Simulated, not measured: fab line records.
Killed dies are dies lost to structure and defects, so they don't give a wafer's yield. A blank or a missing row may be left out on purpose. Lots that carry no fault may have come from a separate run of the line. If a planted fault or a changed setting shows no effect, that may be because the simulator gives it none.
Matching of chambers + flow n5 finfet + N5_DUMMY_GATE_ETCH_32 on rie si-04 has 4 sister chambers
The step etches SiO2 in CF4, target depth 3.5 nm, time 3.9 s. 18 wafers are shown with their chamber, then 9 later ones without.

== WAFERS PAIRED WITH THEIR CHAMBERS ==
| wafer  | chamber | drypump motor current A (A) | throttle valve pct (%) | oes product au (a.u.) |
|--------|---------|-----------------------------|------------------------|-----------------------|
| L078.1 | 2       | 5.0                         | 21.58                  | 1.036                 |
| L078.2 | 3       | 5.1                         | 22.08                  | 1.033                 |
| L078.5 | 3       | 5.1                         | 22.07                  | 1.045                 |
| L079.3 | 1       | 4.9                         | 22.04                  | 0.979                 |
| L079.4 | 3       | 5.1                         | 22.09                  | 1.033                 |
| L079.6 | 0       | 5.7                         | 21.65                  | 0.996                 |
| L080.3 | 0       | 5.7                         | 21.68                  | 0.989                 |
| L080.4 | 3       | 5.1                         | 22.07                  | 1.041                 |
| L080.5 | 1       | 4.9                         | 22.02                  | 0.977                 |
| L081.1 | 0       | 5.7                         | 21.67                  | 0.985                 |
| L081.5 | 2       | 5.0                         | 21.56                  | 1.011                 |
| L081.6 | 1       | 4.9                         | 22.04                  | 0.967                 |
| L083.2 | 2       | 4.9                         | 21.57                  | 1.007                 |
| L083.5 | 1       | 4.9                         | 22.04                  | 0.985                 |
| L083.6 | 2       | 4.9                         | 21.57                  | 1.007                 |
| L086.1 | 3       | 5.1                         | 22.08                  | 1.036                 |
| L086.3 | 2       | 4.9                         | 21.59                  | 1.023                 |
| L086.5 | 1       | 4.9                         | 22.03                  | 0.979                 |

SIGNATURES (means of the wafers above)
| reading                 | chamber 0 | chamber 1 | chamber 2 | chamber 3 | scatter within a chamber |
|-------------------------|-----------|-----------|-----------|-----------|--------------------------|
| drypump motor current A | 5.700     | 4.900     | 4.940     | 5.100     | 0.0293                   |
| throttle valve pct      | 21.6667   | 22.0340   | 21.5740   | 22.0780   | 0.0106                   |
| oes product au          | 0.99000   | 0.97740   | 1.01680   | 1.03760   | 0.00835                  |
Rule: a wafer lies at a distance from a chamber equal to the root of the sum of squares, over the readings, of (its reading less the chamber's mean, divided by the reading's scatter). The wafer belongs to the nearest chamber; if the next one is less than 2 further off, it can't be placed. How the scatter is found: for the shown wafers, subtract from each reading the mean of its chamber, square and add these, divide the total by (wafers less chambers), then take the root.

== WAFERS WITHOUT THEIR CHAMBER ==
| wafer  | drypump motor current A (A) | throttle valve pct (%) | oes product au (a.u.) |
|--------|-----------------------------|------------------------|-----------------------|
| L088.1 | 4.9                         | 21.59                  | 1.019                 |
| L088.3 | 4.9                         | 22.05                  | 0.976                 |
| L088.4 | 5.7                         | 21.66                  | 0.989                 |
| L094.2 | 4.9                         | 22.04                  | 0.974                 |
| L094.3 | 5.0                         | 21.58                  | 1.025                 |
| L094.5 | 5.0                         | 21.57                  | 1.014                 |
| L095.1 | 5.1                         | 22.05                  | 1.029                 |
| L095.3 | 4.9                         | 22.03                  | 0.985                 |
| L095.4 | 5.7                         | 21.67                  | 0.999                 |

== WHICH CHAMBER EACH ONE RAN IN ==
| wafer  | from the rows above | in truth |
|--------|---------------------|----------|
| L088.1 | 2                   | 2        |
| L088.3 | 1                   | 1        |
| L088.4 | 0                   | 0        |
| L094.2 | 1                   | 1        |
| L094.3 | 2                   | 2        |
| L094.5 | 2                   | 2        |
| L095.1 | 3                   | 3        |
| L095.3 | 1                   | 1        |
| L095.4 | 0                   | 0        |
Correctly placed: 9 of 9. Not placeable from these rows: 0. Placed wrongly: 0.
